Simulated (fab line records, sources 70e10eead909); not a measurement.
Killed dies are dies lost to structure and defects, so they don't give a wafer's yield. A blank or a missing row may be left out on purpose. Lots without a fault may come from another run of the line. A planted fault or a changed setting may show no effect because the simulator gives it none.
fab line records | flow nand_harc | part 1 of 2: steps 1 to 16 of 22
record lots=5 wafers=15 last_day=30
route steps=1302 shown A_CONTACT@998
lots that met no fault: from a run of the same line without faults
start_h: hours from the record's first day to the start of the lot's first wafer shown | wait_h: hours since the lot's step before | " the same as in the row above | L1.1+2: a row that stands for several wafers | - no value, or no start given | * or withheld: withheld | < > ~ a bound
route shown NAME@n: a module of which the file shows steps, and the number in the route of the first | usual: mean/standard deviation of fault-free wafers | same: alike in all rows | chamber/n: place in a boat | sites: the reading at each site | _std_site: their standard deviation | _edge_site: outer sites' mean less inner sites' | radius_mm: how far each site lies from the wafer's centre | mask NAME#n: copy n | behind: the tool/chamber that last shaped the wafer | hold: why the lot was held/for how many hours/how that ended | device: the transistor (n, p or np) that didn't switch | end of line: the same wafers' tests at the end of the route | a step without rows: its recipe alone | killed: dies lost to structure and defects at the first sort, not the wafer's yield | map: a wafer's dies, x killed, . not, _ none there
set.NAME: the setting as run; set.NAME@STEP: as run at that earlier step | model.NAME: the simulator's own value behind a step, which no gauge read
lots at some steps of the route; a table a step, a row a wafer
services: from which hour (start_h, from the record's first day; less than 0 if before it) a tool's chamber was out of use, for how many hours, and why
## steps
# step NHARC_A_CONTACT_OVL_MEAS_43
# usual overlay_x_nm=0.1/0.82 overlay_y_nm=-0.1/0.91
# columns lot.wafer tool chamber start_h wait_h overlay_x_nm overlay_y_nm
L081.1 overlay-02 - 568.93 - 1.4 0.2
L081.2 " - " " 1.3 -0.1
L081.4 " - " " 1.6 0.3
L083.1 overlay-02 - 581.97 - -0.6 -0.5
L083.3 " - " " -1.0 0.0
L083.4 " - " " -0.2 0.2
L088.1 overlay-02 - 631.41 - 0.8 0.3
L088.2 " - " " 0.2 0.3
L088.4 " - " " 0.0 0.1
L091.4 overlay-02 - 643.37 - -0.6 0.9
L091.5 " - " " -0.8 1.2
L091.6 " - " " -1.0 1.0
L090.1 overlay-02 - 650.79 - -1.7 0.3
L090.3 " - " " -1.9 -0.4
L090.6 " - " " -1.9 0.0
# step NHARC_A_CONTACT_INSPECT_44
# usual raw_defect_count=88/30
# columns lot.wafer tool chamber start_h wait_h raw_defect_count
L081.1 defect_inspect-02 - 568.97 0.0 68
L081.2 " - " " 57
L081.4 " - " " 75
L083.1 defect_inspect-02 - 582.01 0.0 83
L083.3 " - " " 72
L083.4 " - " " 91
L088.1 defect_inspect-02 - 631.46 0.1 52
L088.2 " - " " 47
L088.4 " - " " 56
L091.4 defect_inspect-01 - 643.41 0.0 120
L091.5 " - " " 126
L091.6 " - " " 113
L090.1 defect_inspect-01 - 650.82 0.0 106
L090.3 " - " " 109
L090.6 " - " " 116
# step NHARC_A_CONTACT_DESCUM_47
# recipe time_s=3 o2_flow_sccm=200 ar_flow_sccm=0 bias_power_w=0 chemistry=O2
# usual chamber_pressure_mTorr=60.00/0.057 drypump_motor_current_A=5.9/0.33 oes_product_au=1.004/0.0076 rf_vpp_V=58.1/0.88 showerhead_plenum_p_Torr=1.97/0.083 throttle_valve_pct=11.312/0.009
# columns lot.wafer tool chamber start_h wait_h chamber_pressure_mTorr drypump_motor_current_A oes_product_au rf_hours_counter_h rf_vpp_V showerhead_plenum_p_Torr throttle_valve_pct
L081.2 rie_diel-07 3 569.03 0.1 60.04 6.3 1.000 15 57.2 1.96 11.307
L081.1 " 0 " " 60.09 6.1 1.016 15 57.5 1.99 11.313
L081.4 " 1 " " 59.98 5.9 1.003 - 58.2 1.99 11.329
L083.4 rie_diel-11 1 582.07 0.1 59.90 5.8 0.995 44 58.3 1.97 11.310
L083.3 " 2 " " 60.03 5.5 0.993 43 58.2 1.76 11.315
L083.1 " 0 " " 59.96 6.4 1.007 44 57.7 1.87 11.317
L088.4 rie_diel-07 1 631.52 0.1 60.04 6.0 1.004 28 57.2 1.99 11.303
L088.2 " 2 " " 59.97 6.1 1.016 25 57.8 2.06 11.305
L088.1 " 0 " " 59.98 6.2 1.008 28 58.2 1.99 11.316
L091.4 rie_diel-04 3 643.49 0.1 60.01 6.2 1.003 33 57.6 1.88 11.311
L091.5 " 0 " " 60.07 5.2 1.000 - 56.0 1.79 11.316
L091.6 " 1 " " 59.98 5.4 1.011 - 58.1 2.03 11.308
L090.1 rie_diel-04 2 650.88 0.1 59.94 5.7 1.016 36 56.9 1.89 11.311
L090.3 " 1 " " 59.98 5.4 1.010 37 60.1 2.03 11.309
L090.6 " 2 " " 59.97 5.7 1.009 - 58.4 1.89 11.316
# step NHARC_A_CONTACT_ETCH_48
# recipe target_depth_a=390 over_etch_frac=0.3 time_s=65 ion_energy_ev=80 cf4_flow_sccm=150 ar_flow_sccm=0 rf_w=300 bias_w=100 chemistry=CF4
# usual chamber_pressure_mTorr=50.00/0.051 drypump_motor_current_A=6.0/0.32 oes_product_au=1.002/0.0078 rf_vpp_V=151.8/1.3 showerhead_plenum_p_Torr=1.81/0.068 throttle_valve_pct=13.284/0.0088
# columns lot.wafer tool chamber start_h wait_h chamber_pressure_mTorr drypump_motor_current_A oes_product_au rf_hours_counter_h rf_vpp_V showerhead_plenum_p_Torr throttle_valve_pct
L081.2 rie_diel-07 0 569.13 0.1 50.00 6.2 0.990 15 152.0 1.84 13.284
L081.1 " 1 " " 50.01 5.9 0.994 15 152.3 1.84 13.287
L081.4 " 3 " " 49.92 6.2 1.005 - 151.3 1.81 13.289
L083.4 rie_diel-11 2 582.15 0.1 50.02 5.5 0.994 43 149.6 1.64 13.290
L083.1 " 3 " " 50.05 5.8 1.014 40 152.8 1.90 13.289
L083.3 " 1 " " 49.93 5.8 0.988 44 151.1 1.81 13.298
L088.4 rie_diel-07 1 631.63 0.1 50.00 5.9 1.007 28 152.9 1.83 13.283
L088.2 " 2 " " 50.04 6.1 1.013 25 153.4 1.89 13.289
L088.1 " 3 " " 50.05 6.3 1.007 28 150.9 1.80 13.280
L091.4 rie_diel-04 0 643.56 0.1 49.92 5.2 0.992 22 149.7 1.66 13.298
L091.5 " 2 " " 49.97 5.7 1.015 - 152.2 1.75 13.274
L091.6 " 3 " " 49.94 6.2 1.012 - 151.1 1.74 13.272
L090.1 rie_diel-04 1 650.98 0.1 50.06 5.4 0.997 37 153.9 1.86 13.294
L090.3 " 2 " " 49.93 5.7 1.007 36 149.1 1.75 13.285
L090.6 " 3 " " 50.02 6.2 1.006 - 150.7 1.74 13.279
# step NHARC_A_CONTACT_ETCH_49
# recipe target_depth_a=2600 over_etch_frac=0.3 time_s=475.3 ion_energy_ev=200 n2_flow_sccm=150 h2_flow_sccm=150 ar_flow_sccm=0 rf_w=400 bias_w=150 chemistry=N2/H2
# usual chamber_pressure_mTorr=29.998/0.026 drypump_motor_current_A=5.9/0.33 oes_product_au=1.002/0.0084 rf_vpp_V=432.2/2.5 showerhead_plenum_p_Torr=2.10/0.088 throttle_valve_pct=14.172/0.0093
# columns lot.wafer tool chamber start_h wait_h chamber_pressure_mTorr drypump_motor_current_A oes_product_au rf_hours_counter_h rf_vpp_V showerhead_plenum_p_Torr throttle_valve_pct
L081.1 rie_diel-07 3 - - 30.038 6.3 1.002 15 432.4 2.09 14.170
L081.2 " 1 " " 30.010 6.0 1.008 16 431.9 2.13 14.167
L081.4 " 1 " " 30.060 5.9 0.993 - 431.6 2.13 14.172
L083.4 rie_diel-11 2 - - 29.992 5.5 1.003 43 426.1 1.88 14.173
L083.3 " 3 " " 29.949 5.9 1.006 40 436.2 2.20 14.172
L083.1 " 0 " " 30.028 6.4 1.004 45 428.6 1.99 14.159
L088.1 rie_diel-07 2 - - 29.963 6.1 1.005 26 435.8 2.20 14.184
L088.4 " 3 " " 29.984 6.3 1.010 29 430.8 2.08 14.176
L088.2 " 1 " " 29.997 5.9 0.998 28 432.7 2.12 14.194
L091.4 rie_diel-04 0 - - 29.944 5.2 0.986 22 426.2 1.90 14.180
L091.5 " 1 " " 30.035 5.4 1.004 - 434.7 2.16 14.168
L091.6 " 2 " " 30.010 5.7 1.002 - 430.2 2.02 14.183
L090.3 rie_diel-04 2 - - 30.005 5.7 1.002 36 429.1 2.02 14.173
L090.1 " 3 " " 29.986 6.3 1.008 37 429.1 2.00 14.169
L090.6 " 0 " " 30.020 5.2 0.993 - 427.7 1.90 14.167
# step NHARC_A_CONTACT_ETCH_50
# recipe target_depth_a=1210 time_s=60.5 cf4_flow_sccm=100 chf3_flow_sccm=30 ar_flow_sccm=0 rf_w=500 bias_w=200 chemistry=CF4/CHF3
# usual chamber_pressure_mTorr=25.000/0.024 drypump_motor_current_A=6.0/0.31 oes_product_au=0.954/0.02 rf_vpp_V=372.0/2.2 showerhead_plenum_p_Torr=1.62/0.061 throttle_valve_pct=16.803/0.0084
# columns lot.wafer tool chamber start_h wait_h chamber_pressure_mTorr drypump_motor_current_A oes_product_au rf_hours_counter_h rf_vpp_V showerhead_plenum_p_Torr throttle_valve_pct
L081.1 rie_diel-07 1 - - 24.992 5.9 0.976 16 372.6 1.63 16.810
L081.2 " 3 " " 24.975 6.3 0.975 15 370.4 1.61 16.803
L081.4 " 0 " " 24.989 6.2 0.976 - 374.0 1.63 16.806
L083.1 rie_diel-11 0 - - 25.012 6.4 0.926 45 370.1 1.54 16.783
L083.3 " 1 " " 25.050 5.8 0.912 44 372.0 1.61 16.806
L083.4 " 2 " " 25.031 5.6 0.920 43 365.9 1.46 16.804
L088.2 rie_diel-07 2 - - 24.986 6.1 0.949 26 374.3 1.68 16.801
L088.4 " 3 " " 24.988 6.2 0.944 29 370.9 1.61 16.814
L088.1 " 0 " " 24.977 6.1 0.951 28 372.3 1.63 16.810
L091.4 rie_diel-04 1 - - 24.974 5.3 0.966 35 373.2 1.66 16.811
L091.5 " 2 " " 24.974 5.7 0.976 - 370.2 1.56 16.804
L091.6 " 3 " " 25.015 6.2 0.983 - 369.8 1.54 16.794
L090.1 rie_diel-04 2 - - 25.022 5.7 0.932 36 369.9 1.56 16.807
L090.3 " 0 " " 25.022 5.2 0.924 26 368.1 1.48 16.803
L090.6 " 1 " " 25.006 5.3 0.927 - 373.7 1.66 16.798
# step NHARC_A_CONTACT_ETCH_51
# recipe target_depth_a=70000 over_etch_frac=0.3 time_s=1820 ion_energy_ev=150 o2_flow_sccm=400 cos_flow_sccm=20 ar_flow_sccm=0 rf_w=500 bias_w=300 chemistry=O2/COS
# usual chamber_pressure_mTorr=20.001/0.021 cos_flow_sccm=20.00/0.056 drypump_motor_current_A=5.9/0.33 oes_product_au=1.002/0.0082 rf_vpp_V=315.2/2 showerhead_plenum_p_Torr=3.20/0.13 throttle_valve_pct=28.330/0.0094
# columns lot.wafer tool chamber start_h wait_h chamber_pressure_mTorr cos_flow_sccm drypump_motor_current_A oes_product_au rf_hours_counter_h rf_vpp_V showerhead_plenum_p_Torr throttle_valve_pct
L081.2 rie_diel-07 3 - - 20.024 20.04 6.2 1.000 16 314.4 3.19 28.344
L081.1 " 0 " " 19.968 20.02 6.2 1.013 16 314.2 3.24 28.335
L081.4 " 0 " " 19.971 20.16 6.2 1.000 - 317.3 3.24 28.322
L083.3 rie_diel-11 0 - - 19.979 19.94 6.4 1.009 45 312.7 3.05 28.332
L083.1 " 1 " " 20.005 19.91 5.8 0.994 44 314.6 3.20 28.323
L083.4 " 2 " " 19.959 19.88 5.5 1.007 43 311.7 2.89 28.334
L088.4 rie_diel-07 0 - - 19.980 20.04 6.2 1.004 28 315.4 3.24 28.337
L088.2 " 1 " " 20.006 19.99 5.9 1.010 29 316.2 3.24 28.318
L088.1 " 2 " " 19.999 19.93 6.1 1.016 26 318.3 3.34 28.331
L091.4 rie_diel-04 0 - - 20.008 19.99 5.2 0.997 22 309.9 2.93 28.326
L091.6 " 3 " " 19.995 20.07 6.2 1.002 - 313.7 3.06 28.345
L091.5 " 0 " " 20.020 19.99 5.2 1.003 - 312.3 2.93 28.338
L090.1 rie_diel-04 3 - - 19.975 20.05 6.3 1.009 37 314.4 3.06 28.342
L090.3 " 2 " " 20.026 19.92 5.7 0.997 37 312.9 3.09 28.327
L090.6 " 3 " " 20.006 20.06 6.3 1.012 - 311.4 3.06 28.339
# step NHARC_A_CONTACT_ETCH_111
# recipe source_w=withheld pressure_mtorr=20 bias_v=withheld time_s=140 target_depth_a=7000 ar_flow_sccm=withheld c4f8_flow_sccm=withheld o2_flow_sccm=withheld chemistry=C4F8/O2/Ar
# usual chamber_pressure_mTorr=20.002/0.018
# columns lot.wafer tool chamber start_h wait_h chamber_pressure_mTorr rf_hours_counter_h
L081.1 har_cap_etch-02 0 571.22 - 19.987 97
L081.2 " 1 " " 19.981 97
L081.4 " 1 " " 20.000 -
L083.1 har_cap_etch-02 1 583.90 - 19.996 99
L083.3 " 1 " " 19.973 -
L083.4 " 0 " " 20.013 -
L088.2 har_cap_etch-01 0 633.37 - 19.986 19
L088.1 " 1 " " 19.999 19
L088.4 " 1 " " 19.972 -
L091.4 har_cap_etch-02 0 645.40 - 20.025 -
L091.6 " 1 " " 20.010 -
L091.5 " 0 " " 19.976 -
L090.1 har_cap_etch-03 0 652.73 - 19.993 66
L090.3 " 0 " " 19.980 -
L090.6 " 0 " " 20.009 -
# step NHARC_A_CONTACT_ETCH_112
# recipe source_w=withheld pressure_mtorr=20 bias_v=3000 time_s=190 target_depth_a=18500 ar_flow_sccm=withheld c4f8_flow_sccm=withheld o2_flow_sccm=withheld chemistry=C4F8/O2/Ar
# usual chamber_pressure_mTorr=20.000/0.016
# columns lot.wafer tool chamber start_h wait_h chamber_pressure_mTorr rf_hours_counter_h
L081.1 har_cap_etch-02 0 571.42 0.2 20.003 97
L081.2 " 1 " " 20.032 97
L081.4 " 1 " " 20.034 -
L083.1 har_cap_etch-02 1 584.10 0.2 19.969 99
L083.3 " 1 " " 20.006 -
L083.4 " 0 " " 20.000 -
L088.2 har_cap_etch-01 0 633.56 0.2 19.998 19
L088.1 " 1 " " 19.984 19
L088.4 " 1 " " 20.014 -
L091.4 har_cap_etch-02 0 645.58 0.2 20.004 -
L091.6 " 1 " " 19.990 -
L091.5 " 0 " " 20.008 -
L090.1 har_cap_etch-03 0 652.93 0.2 20.015 66
L090.3 " 0 " " 19.995 -
L090.6 " 0 " " 20.020 -
# step NHARC_A_CONTACT_ETCH_113
# recipe source_w=withheld pressure_mtorr=20 bias_v=3000 time_s=190 target_depth_a=18500 ar_flow_sccm=withheld c4f8_flow_sccm=withheld o2_flow_sccm=withheld chemistry=C4F8/O2/Ar
# usual chamber_pressure_mTorr=20.000/0.017
# columns lot.wafer tool chamber start_h wait_h chamber_pressure_mTorr rf_hours_counter_h
L081.1 har_cap_etch-02 0 571.59 0.1 20.024 97
L081.2 " 1 " " 20.001 97
L081.4 " 1 " " 19.969 -
L083.1 har_cap_etch-02 1 584.27 0.1 19.974 99
L083.3 " 1 " " 20.016 -
L083.4 " 0 " " 20.000 -
L088.2 har_cap_etch-01 0 633.74 0.1 19.978 19
L088.1 " 1 " " 20.008 19
L088.4 " 1 " " 19.988 -
L091.4 har_cap_etch-02 0 645.75 0.1 19.985 -
L091.6 " 1 " " 20.011 -
L091.5 " 0 " " 20.012 -
L090.1 har_cap_etch-03 0 653.10 0.1 20.035 66
L090.3 " 0 " " 20.004 -
L090.6 " 0 " " 19.991 -
# step NHARC_A_CONTACT_ETCH_114
# recipe source_w=withheld pressure_mtorr=20 bias_v=3000 time_s=190 target_depth_a=18500 ar_flow_sccm=withheld c4f8_flow_sccm=withheld o2_flow_sccm=withheld chemistry=C4F8/O2/Ar
# usual chamber_pressure_mTorr=20.000/0.017
# columns lot.wafer tool chamber start_h wait_h chamber_pressure_mTorr rf_hours_counter_h
L081.1 har_cap_etch-02 0 571.76 0.1 19.976 97
L081.2 " 1 " " 20.011 97
L081.4 " 1 " " 20.024 -
L083.1 har_cap_etch-02 1 584.44 0.1 19.996 99
L083.3 " 1 " " 19.998 -
L083.4 " 0 " " 20.015 -
L088.2 har_cap_etch-01 0 633.91 0.1 20.001 19
L088.1 " 1 " " 20.003 19
L088.4 " 1 " " 19.993 -
L091.4 har_cap_etch-02 0 645.92 0.1 20.043 -
L091.6 " 1 " " 19.989 -
L091.5 " 0 " " 20.012 -
L090.1 har_cap_etch-03 0 653.27 0.1 19.988 66
L090.3 " 0 " " 19.969 -
L090.6 " 0 " " 19.990 -
# step NHARC_A_CONTACT_ETCH_115
# recipe source_w=withheld pressure_mtorr=20 bias_v=3000 time_s=190 target_depth_a=18500 ar_flow_sccm=withheld c4f8_flow_sccm=withheld o2_flow_sccm=withheld chemistry=C4F8/O2/Ar
# usual chamber_pressure_mTorr=20.003/0.019
# columns lot.wafer tool chamber start_h wait_h chamber_pressure_mTorr rf_hours_counter_h
L081.1 har_cap_etch-02 0 571.93 0.1 19.995 97
L081.2 " 1 " " 20.019 97
L081.4 " 1 " " 19.993 -
L083.1 har_cap_etch-02 1 584.61 0.1 19.985 100
L083.3 " 1 " " 20.004 -
L083.4 " 0 " " 20.002 -
L088.2 har_cap_etch-01 0 634.08 0.1 20.014 19
L088.1 " 1 " " 20.018 19
L088.4 " 1 " " 20.008 -
L091.4 har_cap_etch-02 0 646.09 0.1 20.039 -
L091.6 " 1 " " 19.999 -
L091.5 " 0 " " 19.993 -
L090.1 har_cap_etch-03 0 653.44 0.1 20.017 66
L090.3 " 0 " " 20.001 -
L090.6 " 0 " " 19.985 -
# step NHARC_A_CONTACT_ETCH_116
# recipe source_w=withheld pressure_mtorr=20 bias_v=3000 time_s=190 target_depth_a=18500 ar_flow_sccm=withheld c4f8_flow_sccm=withheld o2_flow_sccm=withheld chemistry=C4F8/O2/Ar
# usual chamber_pressure_mTorr=20.002/0.018
# columns lot.wafer tool chamber start_h wait_h chamber_pressure_mTorr rf_hours_counter_h
L081.1 har_cap_etch-02 0 572.10 0.1 19.992 97
L081.2 " 1 " " 20.024 97
L081.4 " 1 " " 19.990 -
L083.1 har_cap_etch-02 1 584.79 0.1 20.009 100
L083.3 " 1 " " 20.001 -
L083.4 " 0 " " 19.985 -
L088.2 har_cap_etch-01 0 634.25 0.1 20.007 20
L088.1 " 1 " " 19.969 20
L088.4 " 1 " " 20.002 -
L091.4 har_cap_etch-02 0 646.26 0.1 20.030 -
L091.6 " 1 " " 19.989 -
L091.5 " 0 " " 19.998 -
L090.1 har_cap_etch-03 0 653.61 0.1 20.029 66
L090.3 " 0 " " 20.010 -
L090.6 " 0 " " 19.968 -
# step NHARC_A_CONTACT_ETCH_117
# recipe source_w=withheld pressure_mtorr=20 bias_v=3000 time_s=190 target_depth_a=18500 ar_flow_sccm=withheld c4f8_flow_sccm=withheld o2_flow_sccm=withheld chemistry=C4F8/O2/Ar
# usual chamber_pressure_mTorr=20.001/0.019
# columns lot.wafer tool chamber start_h wait_h chamber_pressure_mTorr rf_hours_counter_h
L081.1 har_cap_etch-02 0 572.27 0.1 20.021 98
L081.2 " 1 " " 20.007 98
L081.4 " 1 " " 19.994 -
L083.1 har_cap_etch-02 1 584.96 0.1 20.025 100
L083.3 " 1 " " 19.967 -
L083.4 " 0 " " 19.999 -
L088.2 har_cap_etch-01 0 634.42 0.1 19.999 20
L088.1 " 1 " " 19.968 20
L088.4 " 1 " " 19.995 -
L091.4 har_cap_etch-02 0 646.43 0.1 19.981 -
L091.6 " 1 " " 20.009 -
L091.5 " 0 " " 19.983 -
L090.1 har_cap_etch-03 0 653.78 0.1 20.002 67
L090.3 " 0 " " 19.996 -
L090.6 " 0 " " 20.016 -
# step NHARC_A_CONTACT_ETCH_118
# recipe source_w=withheld pressure_mtorr=20 bias_v=3000 time_s=190 target_depth_a=18500 ar_flow_sccm=withheld c4f8_flow_sccm=withheld o2_flow_sccm=withheld chemistry=C4F8/O2/Ar
# usual chamber_pressure_mTorr=19.998/0.018
# columns lot.wafer tool chamber start_h wait_h chamber_pressure_mTorr rf_hours_counter_h
L081.1 har_cap_etch-02 0 572.44 0.1 19.974 98
L081.2 " 1 " " 20.019 98
L081.4 " 1 " " 19.988 -
L083.1 har_cap_etch-02 1 585.13 0.1 20.013 100
L083.3 " 1 " " 20.022 -
L083.4 " 0 " " 19.992 -
L088.2 har_cap_etch-01 0 634.59 0.1 20.008 20
L088.1 " 1 " " 19.997 20
L088.4 " 1 " " 19.990 -
L091.4 har_cap_etch-02 0 646.60 0.1 19.981 -
L091.6 " 1 " " 20.008 -
L091.5 " 0 " " 19.981 -
L090.1 har_cap_etch-03 0 653.96 0.1 20.012 67
L090.3 " 0 " " 19.976 -
L090.6 " 0 " " 19.988 -
# step NHARC_A_CONTACT_ETCH_119
# recipe source_w=withheld pressure_mtorr=20 bias_v=3000 time_s=190 target_depth_a=18500 ar_flow_sccm=withheld c4f8_flow_sccm=withheld o2_flow_sccm=withheld chemistry=C4F8/O2/Ar
# usual chamber_pressure_mTorr=19.999/0.019
# columns lot.wafer tool chamber start_h wait_h chamber_pressure_mTorr rf_hours_counter_h
L081.1 har_cap_etch-02 0 572.61 0.1 20.005 98
L081.2 " 1 " " 19.985 98
L081.4 " 1 " " 20.005 -
L083.1 har_cap_etch-02 1 585.30 0.1 20.021 100
L083.3 " 1 " " 20.026 -
L083.4 " 0 " " 19.985 -
L088.2 har_cap_etch-01 0 634.76 0.1 20.016 20
L088.1 " 1 " " 19.985 20
L088.4 " 1 " " 19.985 -
L091.4 har_cap_etch-02 0 646.77 0.1 19.994 -
L091.6 " 1 " " 19.987 -
L091.5 " 0 " " 20.004 -
L090.1 har_cap_etch-03 0 654.13 0.1 20.012 67
L090.3 " 0 " " 19.999 -
L090.6 " 0 " " 19.968 -
